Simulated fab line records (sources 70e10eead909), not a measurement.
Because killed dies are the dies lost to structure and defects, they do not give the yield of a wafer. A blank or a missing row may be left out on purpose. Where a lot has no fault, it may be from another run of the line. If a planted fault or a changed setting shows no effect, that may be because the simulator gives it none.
What tool caused it?    flow nand harc    Sampling: 6 lots, 18 wafers, 4 of 1159 route steps

WHAT THE GAUGES SHOWED, per wafer
NHARC_A_BLC_CD_MEAS_10 targets a cd of 100 nm.
lot   measured      on         cd nm (nm)
L504  day 17 21:11  cd sem-02  100.7 100.8 102.3
L510  day 19 17:17  cd sem-01  99.9 100.3 100.6
L507  day 19 17:55  cd sem-02  99.2 99.9 98.9
L512  day 20 13:29  cd sem-03  99.2 100.4 99.8
L521  day 22 16:17  cd sem-01  99.4 99.5 99.3
L522  day 23 11:25  cd sem-03  97.1 98.1 98.1

WHAT TOOL EACH LOT RAN ON (gives the tool, then ch and the chambers of the sampled wafers, and finally the start)
lot   NHARC_A_CONTACT_ALD_18               NHARC_A_CONTACT_CMP_20         NHARC_A_BLC_PEB_08
L504  ald metal-04 ch 0,2, day 17 19:11    cmp-02 ch 0,1,3, day 17 20:16  litho track-06 ch 0, day 17 21:07
L510  ald metal-02 ch 0,1,2, day 19 13:34  cmp-04 ch 1,2,3, day 19 16:24  litho track-04 ch 0, day 19 17:12
L507  ald metal-03 ch 0,1, day 19 16:02    cmp-02 ch 0,1,3, day 19 17:11  litho track-04 ch 0, day 19 17:50
L512  ald metal-03 ch 0,1,3, day 20 11:35  cmp-01 ch 1,2,3, day 20 12:41  litho track-04 ch 0, day 20 13:24
L521  ald metal-02 ch 0,2,3, day 22 10:47  cmp-02 ch 0,1,3, day 22 15:22  litho track-04 ch 0, day 22 16:13
L522  ald metal-02 ch 0,1,3, day 23 03:43  cmp-02 ch 0,1,3, day 23 10:33  litho track-06 ch 0, day 23 11:20
- NHARC_A_CONTACT_ALD_18: deposits TiN, target thk 3 nm, pulse time 1 s, ald cycles 150.
- NHARC_A_CONTACT_CMP_20: polishes, t overpolish 30 s, target thk 300 nm.
- NHARC_A_BLC_PEB_08: peb time 65 s.

THE ANSWER, worked out from the rows above alone
Rule: what is usual is taken from the lots themselves. Put in order of their means at a reading, lots are off if they are a third of the lots or fewer, leave a main group of 4 or more, and stand apart from it by a gap of 3 or more times the standard deviation of the main group's means; of several such gaps the widest counts. If all means in a main group match to the digits the tables above print for the reading, that group is not used. A lot without any number at a reading at which 4 lots or more have one is off too. Any other lot the step has rows for is counted as sound.
Nothing can be told from this: no lot is off at any reading shown.

WHAT WAS PUT IN BY THE SIMULATOR
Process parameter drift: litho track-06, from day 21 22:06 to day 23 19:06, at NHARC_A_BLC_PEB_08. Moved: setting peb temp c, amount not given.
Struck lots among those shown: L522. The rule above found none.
